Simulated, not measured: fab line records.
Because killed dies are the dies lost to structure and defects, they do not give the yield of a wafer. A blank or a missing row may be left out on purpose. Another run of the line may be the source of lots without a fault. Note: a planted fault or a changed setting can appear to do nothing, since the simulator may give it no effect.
fab line records	flow nandHarc
record: lots: 6	wafers: 18	lastDay: 23
route steps=1159 shown A_SGD_CUT@773 A_SLIT@779 END@1159
lots untouched by any fault: they come from a run of this same line in which no faults occurred
startH: the number of hours between the record's first day and the start of the first shown wafer of the lot	waitH: how many hours have passed since the lot's step before this one	" identical to the entry in the row above	L1.1+2: a row that stands for several wafers	- either no value or no given start	* or withheld: withheld	< > ~ a bound
route shown NAME@n: a module of which the file shows steps, and the number in the route of the first	usual: mean/standard deviation of fault-free wafers	same: alike in all rows	chamber/n: place in a boat	sites: readings site by site	_std_site: their standard deviation	_edge_site: inner sites' mean taken away from outer sites' mean	radiusMm: how far each site lies from the wafer's centre	mask NAME#n: copy n	behind: the tool/chamber that last shaped the wafer	hold: why the lot was held/for how many hours/how that ended	device: the n, p or np transistor that did not switch	end of line: tests of these same wafers at the route's end	where a step has no rows: the recipe by itself	killed: not the wafer's yield, but the dies lost to structure and defects at the first sort	map: a wafer's dies, x killed, . not, _ none there
set.NAME: the setting as run; set.NAME@STEP: as run at that earlier step	model.NAME: the simulator's own value behind a step, which no gauge read
lots at selected steps of the route; one table per step, one row per wafer
services: when a tool's chamber went out of use (startH, in hours from the record's first day, below 0 if earlier), for how many hours, and the reason
== steps ==
step: NHARC_A_SGD_CUT_THK_MEAS_22
recipe: thkMeasGauge: ellipsometry
usual: thkNm: 147.8/1.7
lot.wafer	tool	chamber	startH	waitH	thkNm
L976.2	filmMetro-02	-	313.27	0.2	149.4
L976.3	"	-	"	"	147.8
L976.4	"	-	"	"	148.8
L979.2	filmMetro-02	-	327.61	0.2	148.5
L979.3	"	-	"	"	148.2
L979.4	"	-	"	"	150.6
L981.4	filmMetro-01	-	350.81	0.2	146.9
L981.5	"	-	"	"	146.8
L981.6	"	-	"	"	147.6
L992.1	filmMetro-01	-	412.17	0.2	149.8
L992.3	"	-	"	"	146.5
L992.5	"	-	"	"	145.6
L991.2	filmMetro-02	-	412.17	0.2	146.5
L991.3	"	-	"	"	143.9
L991.6	"	-	"	"	145.3
L990.2	filmMetro-01	-	412.18	0.2	148.4
L990.5	"	-	"	"	145.9
L990.6	"	-	"	"	148.5
step: NHARC_A_SGD_CUT_SRD_23
step: NHARC_A_SGD_CUT_ETCH_26
recipe: targetDepthA: 458	chemistry: dHF	material: SiO2
step: NHARC_A_SGD_CUT_ETCHBACK_24
recipe: targetDepthA: 500	overEtchFrac: 0.3	timeS: 92.857	ionEnergyEv: 120	ch3fFlowSccm: 50	o2FlowSccm: 30	arFlowSccm: 200	rfW: 500	biasW: 100	chemistry: CH3F/O2
usual: drypumpMotorCurrentA: 5.7/0.57	oesProductAu: 0.97/0.035	rfFwdPowerW: 496.3/2.2	rfVppV: 244.5/1.8	showerheadPlenumPTorr: 2.47/0.12	throttleValvePct: 20.662/0.0089
same: timeS: 92.857
lot.wafer	tool	chamber	startH	waitH	drypumpMotorCurrentA	oesProductAu	rfFwdPowerW	rfHoursCounterH	rfVppV	showerheadPlenumPTorr	throttleValvePct
L976.2	rieDiel-06	2	313.50	0.1	6.0	1.01	491.3	6	247.0	2.61	20.668
L976.4	"	0	"	"	4.9	0.99	496.3	6	247.1	2.61	20.661
L976.3	"	1	"	"	6.6	0.99	500.2	7	241.6	2.31	20.658
L979.3	rieDiel-06	1	327.85	0.2	6.6	0.96	497.4	9	243.0	2.31	20.663
L979.4	"	2	"	"	6.0	1.00	493.9	8	246.1	2.61	20.641
L979.2	"	3	"	"	5.1	0.97	495.0	8	243.6	2.43	20.681
L981.4	rieDiel-08	3	351.09	0.2	5.7	1.00	497.5	-	243.7	2.50	20.648
L981.5	"	0	"	"	5.5	1.02	498.3	-	242.5	2.36	20.674
L981.6	"	2	"	"	6.1	1.00	497.4	-	246.0	2.59	20.662
L992.3	rieDiel-06	2	412.39	0.1	6.0	1.02	492.0	16	245.0	2.60	20.666
L992.1	"	3	"	"	5.1	0.99	497.2	16	245.0	2.42	20.663
L992.5	"	2	"	"	5.9	1.02	491.7	-	244.1	2.61	20.671
L991.3	rieDiel-08	0	412.39	0.2	5.5	0.98	496.6	11	243.0	2.36	20.665
L991.2	"	1	"	"	5.4	0.99	496.0	10	242.6	2.33	20.669
L991.6	"	0	"	"	5.6	0.98	496.9	-	242.2	2.36	20.657
L990.2	rieDiel-06	3	412.49	0.2	5.1	0.92	494.2	16	244.2	2.42	20.652
L990.6	"	2	"	"	5.9	0.94	493.2	-	247.4	2.60	20.667
L990.5	"	3	"	"	5.1	0.91	491.7	-	243.5	2.42	20.662
step: NHARC_A_SGD_CUT_STRIP_28
recipe: timeS: 20	o2FlowSccm: 500	arFlowSccm: 0	biasW: 0	chemistry: O2
usual: drypumpMotorCurrentA: 5.8/0.59	oesProductAu: 1.001/0.012	rfVppV: 57.8/0.9	showerheadPlenumPTorr: 3.53/0.17	throttleValvePct: 17.036/0.0087
same: timeS: 20
lot.wafer	tool	chamber	startH	waitH	drypumpMotorCurrentA	oesProductAu	rfHoursCounterH	rfVppV	showerheadPlenumPTorr	throttleValvePct
L976.3	rieDiel-06	0	-	-	4.9	0.983	6	57.2	3.74	17.043
L976.4	"	1	"	"	6.6	0.981	7	56.7	3.32	17.042
L976.2	"	3	"	"	5.1	0.995	6	57.1	3.48	17.038
L979.4	rieDiel-06	3	-	-	5.1	0.992	8	57.5	3.48	17.029
L979.3	"	0	"	"	4.9	0.995	8	58.3	3.74	17.030
L979.2	"	1	"	"	6.6	0.984	9	57.0	3.32	17.046
L981.4	rieDiel-08	2	351.42	0.3	6.1	1.001	-	58.1	3.71	17.029
L981.5	"	3	"	"	5.7	0.996	-	57.8	3.59	17.045
L981.6	"	0	"	"	5.5	1.012	-	58.7	3.40	17.041
L992.3	rieDiel-06	0	-	-	4.9	0.987	16	57.9	3.74	17.042
L992.1	"	2	"	"	6.0	1.014	16	58.6	3.73	17.034
L992.5	"	3	"	"	5.1	0.978	-	58.7	3.48	17.046
L990.2	rieDiel-06	3	-	-	5.1	0.988	16	58.7	3.48	17.032
L990.6	"	3	"	"	5.1	1.002	-	57.3	3.48	17.044
L990.5	"	0	"	"	4.9	0.998	-	57.3	3.74	17.038
L991.3	rieDiel-08	2	412.66	0.2	6.2	0.999	13	57.6	3.70	17.053
L991.2	"	0	"	"	5.5	0.999	11	57.1	3.39	17.043
L991.6	"	1	"	"	5.4	1.007	-	57.6	3.35	17.055
step: NHARC_A_SGD_CUT_INSPECT_25
usual: rawDefectCount: 304/71
lot.wafer	tool	chamber	startH	waitH	rawDefectCount
L976.2	defectInspect-01	-	313.74	-	333
L976.3	"	-	"	"	187
L976.4	"	-	"	"	327
L979.2	defectInspect-01	-	328.08	-	243
L979.3	"	-	"	"	257
L979.4	"	-	"	"	210
L981.4	defectInspect-02	-	351.52	-	368
L981.5	"	-	"	"	400
L981.6	"	-	"	"	277
L992.1	defectInspect-01	-	412.67	-	300
L992.3	"	-	"	"	296
L992.5	"	-	"	"	278
L990.2	defectInspect-02	-	412.72	-	282
L990.5	"	-	"	"	297
L990.6	"	-	"	"	342
L991.2	defectInspect-01	-	412.77	-	357
L991.3	"	-	"	"	466
L991.6	"	-	"	"	317
step: NHARC_A_SLIT_DEP_25
recipe: targetThkA: 2000	tempC: 400	pressureTorr: 6.5	rfW: 900	teosFlowSccm: 161.4	flowSccm: 2650	targetThkNm: 200	gas: O2	material: SiO2
usual: heaterPowerW: 580/130	mfcPrecursorSccm: 161.4/0.46	rfFwdPowerW: 897.5/2.8	throttleValvePct: 16.1/0.42
lot.wafer	tool	chamber	startH	waitH	heaterPowerW	mfcPrecursorSccm	rfFwdPowerW	throttleValvePct
L976.3	pecvd-02	0	313.81	0.1	428	161.4	896.8	16.1
L976.2	"	1	"	"	589	161.0	901.5	16.5
L976.4	"	0	"	"	436	161.5	897.2	15.9
L979.3	pecvd-02	0	328.19	0.1	398	160.9	903.7	15.9
L979.2	"	1	"	"	564	161.0	892.9	16.2
L979.4	"	1	"	"	575	161.0	893.2	16.3
L981.6	pecvd-04	0	351.73	0.2	427	161.7	893.3	16.1
L981.4	"	1	"	"	641	161.5	898.8	15.5
L981.5	"	2	"	"	460	161.7	900.2	16.1
L992.1	pecvd-01	2	412.74	0.1	736	160.3	899.5	16.3
L992.3	"	0	"	"	717	161.3	895.4	15.8
L992.5	"	0	"	"	730	161.8	898.8	16.0
L990.2	pecvd-04	2	412.79	0.1	420	161.6	900.5	16.0
L990.5	"	2	"	"	454	161.0	900.4	15.8
L990.6	"	0	"	"	411	161.2	899.2	15.8
L991.3	pecvd-02	1	412.85	0.1	606	161.6	896.5	15.6
L991.2	"	2	"	"	519	161.0	898.0	16.7
L991.6	"	2	"	"	541	160.6	900.1	16.5
step: NHARC_A_SLIT_DEP_00
recipe: targetThkA: 32000	tempC: 400	material: aC
usual: throttleValvePct: 34.999/0.0088
lot.wafer	tool	chamber	startH	waitH	throttleValvePct
L976.2	aclDep-01	0	314.48	-	34.990
L976.3	"	0	"	"	34.998
L976.4	"	0	"	"	35.007
L979.2	aclDep-02	0	330.27	-	35.005
L979.3	"	0	"	"	34.994
L979.4	"	0	"	"	35.006
L981.4	aclDep-03	0	354.07	-	35.011
L981.5	"	0	"	"	34.994
L981.6	"	0	"	"	35.005
L990.2	aclDep-01	0	417.04	-	34.999
L990.5	"	0	"	"	34.971
L990.6	"	0	"	"	35.001
L991.2	aclDep-02	0	417.13	-	35.001
L991.3	"	0	"	"	35.014
L991.6	"	0	418.46	-	34.993
L992.1	aclDep-01	0	418.68	5.9	35.015
L992.3	"	0	"	"	34.998
L992.5	"	0	"	"	35.010
step: NHARC_A_SLIT_DEP_23
recipe: targetThkA: 1000	targetThkNm: 100	tempC: 400	pressureTorr: 3.5	flowSccm: 200	rfW: 350	material: SiON
usual: heaterPowerW: 728/97	rfFwdPowerW: 348.6/1.2
lot.wafer	tool	chamber	startH	waitH	heaterPowerW	rfFwdPowerW
L976.3	pecvd-04	2	316.18	1.0	641	349.2
L976.2	"	0	"	"	651	348.2
L976.4	"	1	"	"	828	347.9
L979.2	pecvd-04	1	331.92	1.3	788	348.3
L979.3	"	2	"	"	687	350.4
L979.4	"	2	"	"	703	349.7
L981.4	pecvd-02	0	355.15	0.8	676	348.3
L981.5	"	1	"	"	797	348.3
L981.6	"	2	"	"	686	347.7
L990.2	pecvd-02	0	418.70	1.3	620	349.6
L990.5	"	0	"	"	619	349.1
L990.6	"	1	"	"	845	348.4
L991.3	pecvd-04	0	418.81	1.0	688	348.2
L991.2	"	1	"	"	725	350.4
L991.6	"	1	"	"	743	348.8
L992.1	pecvd-02	0	420.63	1.6	583	347.0
L992.3	"	2	"	"	737	348.9
L992.5	"	0	"	"	587	347.9
step: NHARC_A_SLIT_DEHYDRATE_01
recipe: tempC: 150	timeS: 120
step: NHARC_A_SLIT_HMDS_02
recipe: timeS: 30
step: NHARC_A_SLIT_COAT_03
recipe: spinRpm: 1500	resistThkNm: 90
step: NHARC_A_SLIT_SOFTBAKE_04
recipe: tempC: 105	timeS: 55
usual: heaterPowerTotalW: 188.44/0.13	plateTempC: 105.01/0.14
same: timeS: 55
lot.wafer	tool	chamber	startH	waitH	heaterPowerTotalW	plateTempC
L976.2	lithoTrack-01	0	316	-	188.48	104.93
L976.3	"	0	"	"	188.36	105.05
L976.4	"	0	"	"	188.45	105.02
L979.2	lithoTrack-06	0	332	-	188.34	105.24
L979.3	"	0	"	"	188.72	105.37
L979.4	"	0	"	"	188.38	105.12
L981.4	lithoTrack-06	0	355	-	188.72	104.85
L981.5	"	0	"	"	188.53	105.04
L981.6	"	0	"	"	188.30	104.81
L990.2	lithoTrack-01	0	418	-	163.98	104.68
L990.5	"	0	"	"	163.99	104.94
L990.6	"	0	"	"	163.91	105.07
L991.2	lithoTrack-04	0	419	-	188.48	104.90
L991.3	"	0	"	"	188.28	104.94
L991.6	"	0	"	"	188.60	105.15
L992.1	lithoTrack-01	0	420	-	163.97	105.19
L992.3	"	0	"	"	163.90	105.23
L992.5	"	0	"	"	163.87	105.04
step: NHARC_A_SLIT_EBR_05
step: NHARC_END_SORT_01
recipe: tempC: 25
usual: killedAtArray: 31/11	killedAtOther: 0.5/0.78	killedAtPeriphery: 3.0/2	killedDies: 34/12	killedOpen: 3.2/2	killedShort: 1.9/1.6
same: grossDies: 677
lot.wafer	tool	chamber	startH	waitH	killedAtArray	killedAtOther	killedAtPeriphery	killedDies	killedOpen	killedShort
L976.2	prober-02	0	454.21	2.8	21	0	4	25	2	2
L976.3	prober-02	0	455.01	3.1	18	1	2	21	2	2
L976.4	prober-02	0	455.82	3.4	18	3	1	22	4	1
L979.2	prober-01	0	454.26	2.8	18	0	4	22	1	2
L979.3	prober-01	0	455.07	3.1	21	0	10	31	5	0
L979.4	prober-01	0	455.88	3.4	28	0	5	33	2	0
L981.4	prober-02	0	483.86	3.4	34	0	4	38	3	3
L981.5	prober-02	0	484.65	3.7	28	1	7	36	1	3
L981.6	prober-02	0	485.45	4.0	28	0	3	31	3	0
L990.2	prober-02	0	549.37	2.8	28	0	6	34	1	0
L990.5	prober-02	0	551.79	3.7	34	0	8	42	5	3
L990.6	prober-02	0	552.60	4.0	22	0	5	27	7	1
killed by level:class
L976.2 A_SLIT:chamberFilmFlake=14 P_ZERO_WELL:chamberFilmFlake=2 A_CHANNEL_HOLE_D1:chamberFilmFlake=2 A_STAIRCASE:chamberFilmFlake=2 P_STI:geometricParticle:short=1 A_ONON_D1:geometricParticle:short=1 A_CHANNEL_FILL_D1:geometricParticle:open=1 A_BLC:geometricParticle:open=1
L979.2 A_SLIT:chamberFilmFlake=12 A_STAIRCASE:chamberFilmFlake=2 P_GATE:geometricParticle:short=1 A_ONON_D1:geometricParticle:open=1 A_CHANNEL_FILL_D1:geometricParticle:short=1 P_STI:chamberFilmFlake=1 P_GATE:chamberFilmFlake=1 P_BONDPAD:chamberFilmFlake=1
L976.3 A_SLIT:chamberFilmFlake=9 A_CONTACT:chamberFilmFlake=2 A_CHANNEL_HOLE_D1:geometricParticle:short=1 A_CHANNEL_HOLE_D1:geometricParticle:open=1 A_WL_FILL:geometricParticle:short=1 A_M1:geometricParticle:open=1 P_ZERO_WELL:chamberFilmFlake=1 P_STI:chamberFilmFlake=1
L979.3 A_SLIT:chamberFilmFlake=13 P_BONDPAD:chamberFilmFlake=8 A_CHANNEL_HOLE_D1:chamberFilmFlake=3 P_CONTACT:geometricParticle:open=1 P_M0:geometricParticle:open=1 A_ONON_D1:geometricParticle:open=1 A_CONTACT:geometricParticle:open=1 A_BLC:geometricParticle:open=1
L976.4 A_SLIT:chamberFilmFlake=8 A_CONTACT:geometricParticle:open=3 THIN_TSV:chamberFilmFlake=3 A_STAIRCASE:chamberFilmFlake=2 A_ONON_D1:geometricParticle:short=1 A_CHANNEL_FILL_D1:geometricParticle:open=1 P_ZERO_WELL:chamberFilmFlake=1 A_ZERO_WELL:chamberFilmFlake=1
L979.4 A_SLIT:chamberFilmFlake=14 A_STAIRCASE:chamberFilmFlake=4 A_CHANNEL_HOLE_D1:chamberFilmFlake=3 A_CONTACT:chamberFilmFlake=3 P_STI:chamberFilmFlake=2 P_BONDPAD:chamberFilmFlake=2 A_CHANNEL_FILL_D1:chamberFilmFlake=2 P_M0:geometricParticle:open=1
L981.4 A_SLIT:chamberFilmFlake=14 A_STAIRCASE:chamberFilmFlake=7 A_CHANNEL_HOLE_D1:chamberFilmFlake=4 P_ZERO_WELL:chamberFilmFlake=3 A_CONTACT:geometricParticle:open=2 A_CHANNEL_HOLE_D1:geometricParticle:short=1 A_SGD_CUT:geometricParticle:short=1 A_BLC:geometricParticle:short=1
L981.5 A_SLIT:chamberFilmFlake=14 A_CHANNEL_HOLE_D1:chamberFilmFlake=6 P_GATE:chamberFilmFlake=3 P_ZERO_WELL:chamberFilmFlake=3 P_CONTACT:geometricParticle:short=1 A_CHANNEL_HOLE_D1:geometricParticle:short=1 A_CHANNEL_FILL_D1:geometricParticle:short=1 A_BLC:geometricParticle:open=1
L981.6 A_SLIT:chamberFilmFlake=17 A_CHANNEL_HOLE_D1:chamberFilmFlake=5 A_STAIRCASE:chamberFilmFlake=5 P_GATE:geometricParticle:open=1 P_M0:geometricParticle:open=1 A_CONTACT:geometricParticle:open=1 P_GATE:chamberFilmFlake=1
L990.2 A_CHANNEL_HOLE_D1:chamberFilmFlake=20 P_STI:chamberFilmFlake=5 A_CONTACT:chamberFilmFlake=4 A_STAIRCASE:chamberFilmFlake=3 P_CONTACT:geometricParticle:open=1 A_SLIT:chamberFilmFlake=1
L990.5 A_CHANNEL_HOLE_D1:chamberFilmFlake=19 P_M1:chamberFilmFlake=4 A_STAIRCASE:chamberFilmFlake=4 A_ONON_D1:geometricParticle:short=3 P_STI:chamberFilmFlake=3 A_CONTACT:geometricParticle:open=2 A_CONTACT:chamberFilmFlake=2 P_M0:geometricParticle:open=1
L990.6 A_CHANNEL_HOLE_D1:chamberFilmFlake=14 A_CONTACT:geometricParticle:open=2 P_GATE:chamberFilmFlake=2 A_CONTACT:chamberFilmFlake=2 P_CONTACT:geometricParticle:open=1 P_M0:geometricParticle:open=1 A_SOURCE_PLATE:geometricParticle:open=1 A_ONON_D1:geometricParticle:open=1
== services ==
tool	chamber	startH	hours	kind
lithoTrack-06	-	292.00	7.0	pm
aclDep-01	-	294.74	13.0	pm
rieDiel-06	0	299.26	-	clean
rieDiel-06	1	299.26	-	clean
rieDiel-06	2	299.26	-	clean
rieDiel-06	3	299.26	-	clean
rieDiel-08	1	300.38	1.5	repair
rieDiel-08	-	301.87	9.0	pm
lithoTrack-04	-	316.00	7.0	pm
rieDiel-06	0	323.76	-	clean
rieDiel-06	1	323.76	-	clean
rieDiel-06	2	323.76	-	clean
rieDiel-06	3	323.76	-	clean
pecvd-02	-	334.55	13.0	pm
rieDiel-08	1	338.70	13.1	repair
aclDep-02	-	350.01	13.0	pm
pecvd-04	2	358.48	14.3	repair
pecvd-04	-	376.33	13.0	pm
pecvd-02	2	377.62	12.5	repair
pecvd-01	-	393.52	1.6	repair
rieDiel-08	3	402.80	16.6	repair
aclDep-03	-	408.36	13.0	pm
pecvd-01	-	418.06	13.0	pm
rieDiel-06	-	418.20	9.0	pm
== key ==
firstSign: step: NHARC_A_SLIT_SOFTBAKE_04	reading: heaterPowerTotalW	direction: down	sigmas: 99+	usual: *	struck: *
effect none on later readings
metAt NHARC_A_SLIT_SOFTBAKE_04
struckWafers L990.2,L990.5,L990.6,L992.1,L992.3,L992.5
testerLeftOut L990,L992
onsetBetween 316 418
fault: kind: processParameterDrift	tool: lithoTrack-01	chamber: -	onsetH: 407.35	steps: NHARC_A_SLIT_SOFTBAKE_04	channel: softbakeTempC	offset: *	shape: step	endH: 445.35	actsIn: *	stated: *
testerLeftOut: of these lots the tester's yield and bins aren't shown, on N5 and GAA mostly nor the transistor test; their killed dies are dies lost to structure and defects alone, not to doping, threshold or leakage, so they don't give the yield
